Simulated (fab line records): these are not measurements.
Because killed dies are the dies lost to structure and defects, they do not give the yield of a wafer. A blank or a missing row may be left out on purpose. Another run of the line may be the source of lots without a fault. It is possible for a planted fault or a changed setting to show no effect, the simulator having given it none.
A struck lot beside a sound one :: flow n5_finfet :: 12 out of 1938 route steps
Sound: wafers L935.2, L935.3, L935.6. Wafers L940.2, L940.3, L940.6 were the ones struck. Last of all comes the cause.
Each step with rows lists, per side, the tool, then ch with its chambers, then its first start. Under that, the readings that differ: sound wafers :: struck wafers :: difference of the means :: sigmas: that difference in standard deviations of wafers without a fault.
alike: same words and numbers on both sides, and readings whose means sit less than 2 such deviations apart. not compared: any withheld reading, any reading some wafer has no value for, any bound like >300 that may hide the same value, and any number with overlapping values for which the record gives no deviation.
A row with sigmas, a row that says differs or no value, or rows on one side alone: a step with any of these is where the two part. Numbers that don't overlap but have no deviation are shown without sigmas and don't part them. Lack of a reading on every wafer of one side parts them only where that side has two or more wafers.

first, 3 steps without rows for these wafers: N5_SD_EPI_P_PRECLEAN_32 (cleans in dHF, time 10 s); N5_SD_EPI_P_PRECLEAN_33 (cleans in SC2, time 45 s); N5_SD_EPI_P_SRD_25 (time 30 s).
N5_SD_EPI_P_INSPECT_26: inspects for defects (darkfield).
  sound on defect_inspect-01, day 5 16:18; struck on defect_inspect-01, day 6 22:50
reading: raw_defect_count
sound: 221 268 249
struck: 193 171 102
difference: -91
sigmas: -3
N5_SD_ACTIVATION_RTA_00: time 0 s.
  sound on rtp_anneal-01 ch 0, day 5 16:27; struck on rtp_anneal-01 ch 0, day 6 22:54
  alike: lamp_power_pct, wafer_temp_C_max
N5_SD_ACTIVATION_LSA_01: time 0.0008 s.
  sound on laser_anneal-02 ch 0, day 5 16:40; struck on laser_anneal-01 ch 0, day 6 23:07
  alike: wafer_temp_C_max
N5_SD_ACTIVATION_INSPECT_02: inspects for defects (darkfield).
  sound on defect_inspect-02, day 5 17:09; struck on defect_inspect-01, day 6 23:37
reading: raw_defect_count
sound: 225 278 258
struck: 194 172 103
difference: -97
sigmas: -3
N5_ILD0_LINER_00: material SiNx, target thk 4 nm, pulse time 1 s, purge time 2 s.
  sound on ald_sin-04 ch 1,2,3, day 5 17:29; struck on ald_sin-04 ch 0,2,3, day 6 23:39
  alike: chamber_pressure_Torr, heater_power_outer_w, heater_power_w, precursor_pulse_height_rel
then, 2 steps without rows for these wafers: N5_ILD0_FCVD_FILL_01 (material SiO2 flowable, target thk 200 nm, time 328.3 s); N5_ILD0_CURE_02 (time 1800 s).
N5_ILD0_CMP_03: polishes, stops on SiNx, t overpolish 1.9 s, target thk 197.38 nm.
  sound on cmp-02 ch 1,2,3, day 5 20:22; struck on cmp-03 ch 0,2,3, day 7 02:06
  no value came back on the struck wafers for any of 6 readings (edge_zone_pressure_frac, head_pressure_psi (psi) and others); on the sound wafers edge_zone_pressure_frac reads 1.000 1.004 1.002
reading: model.SiNx_of_DUMMY_GATE_HM_DEP_06.thk_nm (nm)
sound: 77 76.4 76.4
struck: 78.8 79.6 79
difference: +2.5
sigmas: 
  not compared: model.SiO2_flowable_of_ILD0_FCVD_FILL_01.thk_nm
N5_BEOL_M4_RC_MEAS_101:
  the record has rows for the sound wafers here (prober-01 ch 0, day 10 06:20) and none for the struck ones

## WHERE THEY PART
Earliest at N5_SD_EPI_P_INSPECT_26; latest, in this record, at N5_BEOL_M4_RC_MEAS_101.

WHY: whatever the simulator had introduced
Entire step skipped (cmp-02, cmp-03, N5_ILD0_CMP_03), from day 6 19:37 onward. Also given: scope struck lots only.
